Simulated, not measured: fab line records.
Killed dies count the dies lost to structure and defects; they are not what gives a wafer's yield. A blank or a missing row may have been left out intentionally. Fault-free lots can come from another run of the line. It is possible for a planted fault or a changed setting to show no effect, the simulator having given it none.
One fault through the eyes of 2 desks :: flow n5Finfet :: what lay behind the numbers comes last; until then each desk has only its own

AT THE METROLOGY DESK
Means of the sampled wafers that have a number, per lot and without regard to the tool the lot ran on: this is what the gauges read. Marked OUT: a lot whose mean sits more than 4 standard deviations from the usual mean, which makes it out of limits; the brackets give that distance. Shown here are 7 of its 10 readings, the ones lying furthest out on some lot.
Columns: A = DIBL_N at N5_BEOL_M4_RC_MEAS_101, usual 36.3 mV/V; B = DIBL_P at N5_BEOL_M4_RC_MEAS_101, usual 36.5 mV/V; C = ION_N at N5_BEOL_M4_RC_MEAS_101, usual 675 uA/um; D = SS_N at N5_BEOL_M4_RC_MEAS_101, usual 71.6 mV/dec; E = SS_P at N5_BEOL_M4_RC_MEAS_101, usual 73.3 mV/dec; F = VT_N at N5_BEOL_M4_RC_MEAS_101, usual 249 mV; G = VT_P at N5_BEOL_M4_RC_MEAS_101, usual -250 mV
lot: L467
first seen here: day 8 14:51
A: 35.5
B: 35.7
C: 680
D: 71.3
E: 72.4
F: 251
G: -251

lot: L469
first seen here: day 9 06:10
A: 34.0
B: 33.3
C: 663
D: 70.6
E: 71.8
F: 254
G: -251

lot: L468
first seen here: day 9 10:17
A: 37.0
B: 37.6
C: 681
D: 72.1
E: 72.9
F: 249
G: -251

lot: L470
first seen here: day 9 15:35
A: 34.9
B: 35.5
C: 658
D: 71.5
E: 72.8
F: 253
G: -251

lot: L472
first seen here: day 10 07:21
A: 34.6
B: 35.0
C: 681
D: 70.9
E: 73.5
F: 251
G: -249

lot: L471
first seen here: day 10 07:46
A: 35.8
B: 36.9
C: 659
D: 70.6
E: 73.5
F: 252
G: -254

lot: L474
first seen here: day 10 15:11
A: 36.8
B: 37.7
C: 681
D: 71.9
E: 73.3
F: 247
G: -246

lot: L485
first seen here: day 13 10:06
A: 33.2
B: 33.6
C: 669
D: 71.2
E: 72.4
F: 252
G: -256

lot: L484
first seen here: day 13 10:11
A: 37.0
B: 36.1
C: 671
D: 71.6
E: 74.0
F: 250
G: -253
This desk found nothing out of limits on any of the 9 lots.

THE TOOL OWNER'S DESK: euvScanner-02
The tool's own readings at N5_BEOL_M3_EXPOSE_08 (exposes mask M3): means of the sampled wafers that have a number, for each lot that ran on this tool. Marked OUT: a lot whose mean sits more than 4 standard deviations from the usual mean, which makes it out of limits; the brackets give that distance.
Columns: A = exposureDoseMJCm2 at N5_BEOL_M3_EXPOSE_08, usual 32.94; B = focusOffsetNm at N5_BEOL_M3_EXPOSE_08, usual -0.1 nm
lot: L468
first seen here: day 8 13:31
A: 32.93
B: -0.4

lot: L472
first seen here: day 9 11:52
A: 32.94
B: -0.1

lot: L474
first seen here: day 10 01:28
A: 32.98
B: 0.6

lot: L483
first seen here: day 12 01:03
A: 33.18 (+7.6) OUT
B: 0.1

lot: L485
first seen here: day 12 14:15
A: 33.30 (+12) OUT
B: -0.1
This desk's finding: out of limits on L483, L485; first on L483, day 12 01:03 (exposureDoseMJCm2 at N5_BEOL_M3_EXPOSE_08). In limits: L468, L472, L474.

ALL TOGETHER
An alarm could have come from the tool owner's desk at day 12 01:03, on L483, L485.
The metrology desk saw nothing out of limits.
The metrology desk holds a record of L485, inside its limits.
The metrology desk has no number on record for L483.
Of the lots named, all ran N5_BEOL_M3_EXPOSE_08 on euvScanner-02.

WHAT THE SIMULATOR HAD INSERTED
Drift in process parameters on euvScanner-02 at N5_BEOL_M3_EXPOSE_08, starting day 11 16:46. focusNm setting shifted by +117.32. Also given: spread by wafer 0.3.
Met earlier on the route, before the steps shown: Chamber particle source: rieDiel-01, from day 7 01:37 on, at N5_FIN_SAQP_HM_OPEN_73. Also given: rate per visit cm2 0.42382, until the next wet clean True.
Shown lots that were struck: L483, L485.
Delay in hours, fault start to first out-of-limits reading, by desk: the tool owner's desk at 8.
